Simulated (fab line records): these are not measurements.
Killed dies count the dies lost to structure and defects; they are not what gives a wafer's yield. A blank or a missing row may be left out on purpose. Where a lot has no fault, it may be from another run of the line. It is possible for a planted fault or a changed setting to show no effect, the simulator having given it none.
Chamber matching    flow nandHarc    rieDiel-01 running NHARC_P_GATE_ETCH_104: 4 sister chambers
The step etches the open film in CF4/CHF3, target depth 60 nm. 4 wafers are shown with their chamber, then 9 later ones without.

WAFERS PAIRED WITH THEIR CHAMBERS
wafer   chamber  drypumpMotorCurrentA (A)
L076.6  3        6.20
L083.5  0        5.69
L088.3  2        5.45
L088.6  1        5.41

WAFERS WITH NO CHAMBER GIVEN
wafer   drypumpMotorCurrentA (A)
L090.1  5.72
L090.2  5.43
L090.3  6.21
L091.1  5.44
L091.2  5.42
L091.3  6.20
L095.1  6.22
L095.2  5.41
L095.3  5.68

CHAMBER TAKEN BY EACH
wafer   from the rows above      in truth
L090.1  0                        0
L090.2  can't be placed: 1 or 2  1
L090.3  3                        3
L091.1  can't be placed: 2 or 1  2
L091.2  can't be placed: 1 or 2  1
L091.3  3                        3
L095.1  3                        3
L095.2  1                        1
L095.3  0                        0
6 of 9 placed correctly. Unplaceable from these rows: 3, with the true chamber sitting among the candidates in 3. Wrongly placed: 0.
How it was worked out, from the rows above alone: a wafer's distance from a chamber is the root of the sum, over the readings, of the square of ((its reading less the chamber's mean) divided by the reading's scatter). The wafer belongs to the nearest chamber; if the next one is less than 2 further off, it can't be placed. The mean given for a chamber averages the wafers shown for that chamber. The scatter: root of mean squared gap, hidden wafer to nearest shown wafer, with one shown wafer a chamber.
